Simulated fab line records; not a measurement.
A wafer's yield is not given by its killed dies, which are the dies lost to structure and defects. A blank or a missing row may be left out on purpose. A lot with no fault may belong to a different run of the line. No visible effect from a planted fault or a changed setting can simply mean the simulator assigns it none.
Chamber matching / flow n5-finfet / 3 sister chambers for N5_BEOL_M1_DEP_57 on pecvd-02
The step deposits SiCN from 3MS/NH3, target thk 8 nm, time 14 s. 6 wafers are shown with their chamber, then 9 later ones without.

## WAFERS WITH THEIR CHAMBER
wafer=L083.3; chamber=2; throttle-valve-pct (%)=8.8; showerhead-plenum-p-Torr (Torr)=3.673
wafer=L083.5; chamber=0; throttle-valve-pct (%)=9.6; showerhead-plenum-p-Torr (Torr)=3.671
wafer=L083.6; chamber=1; throttle-valve-pct (%)=9.1; showerhead-plenum-p-Torr (Torr)=3.673
wafer=L087.1; chamber=2; throttle-valve-pct (%)=8.6; showerhead-plenum-p-Torr (Torr)=3.649
wafer=L087.2; chamber=0; throttle-valve-pct (%)=9.5; showerhead-plenum-p-Torr (Torr)=3.670
wafer=L087.3; chamber=1; throttle-valve-pct (%)=9.1; showerhead-plenum-p-Torr (Torr)=3.669

## WAFERS WITH NO CHAMBER GIVEN
wafer=L089.1; throttle-valve-pct (%)=9.8; showerhead-plenum-p-Torr (Torr)=3.674
wafer=L089.2; throttle-valve-pct (%)=8.6; showerhead-plenum-p-Torr (Torr)=3.661
wafer=L089.3; throttle-valve-pct (%)=9.0; showerhead-plenum-p-Torr (Torr)=3.669
wafer=L088.1; throttle-valve-pct (%)=9.6; showerhead-plenum-p-Torr (Torr)=3.683
wafer=L088.4; throttle-valve-pct (%)=9.1; showerhead-plenum-p-Torr (Torr)=3.673
wafer=L088.6; throttle-valve-pct (%)=8.8; showerhead-plenum-p-Torr (Torr)=3.665
wafer=L097.1; throttle-valve-pct (%)=9.9; showerhead-plenum-p-Torr (Torr)=3.672
wafer=L097.2; throttle-valve-pct (%)=8.8; showerhead-plenum-p-Torr (Torr)=3.668
wafer=L097.3; throttle-valve-pct (%)=9.0; showerhead-plenum-p-Torr (Torr)=3.678

## THE CHAMBER EACH PASSED THROUGH
wafer=L089.1; from the rows above=0; in truth=0
wafer=L089.2; from the rows above=2; in truth=2
wafer=L089.3; from the rows above=1; in truth=1
wafer=L088.1; from the rows above=0; in truth=0
wafer=L088.4; from the rows above=1; in truth=1
wafer=L088.6; from the rows above=2; in truth=2
wafer=L097.1; from the rows above=0; in truth=0
wafer=L097.2; from the rows above=can't be placed: 2 or 1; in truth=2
wafer=L097.3; from the rows above=1; in truth=1
Placed correctly: 8 of 9. Cannot be placed on the basis of these rows: 1; the candidates contain the true chamber in 1. Wrongly placed: 0.
How it was worked out, from the rows above alone: a wafer's distance from a chamber is the root of the sum, over the readings, of the square of ((its reading less the chamber's mean) divided by the reading's scatter). The wafer belongs to the nearest chamber; if the next one is less than 2 further off, it can't be placed. For every chamber, the mean is computed from those of its wafers that are shown. The scatter: take each reading less its chamber's mean, square it, sum over the shown wafers, divide by the number of wafers less the number of chambers, and take the root.
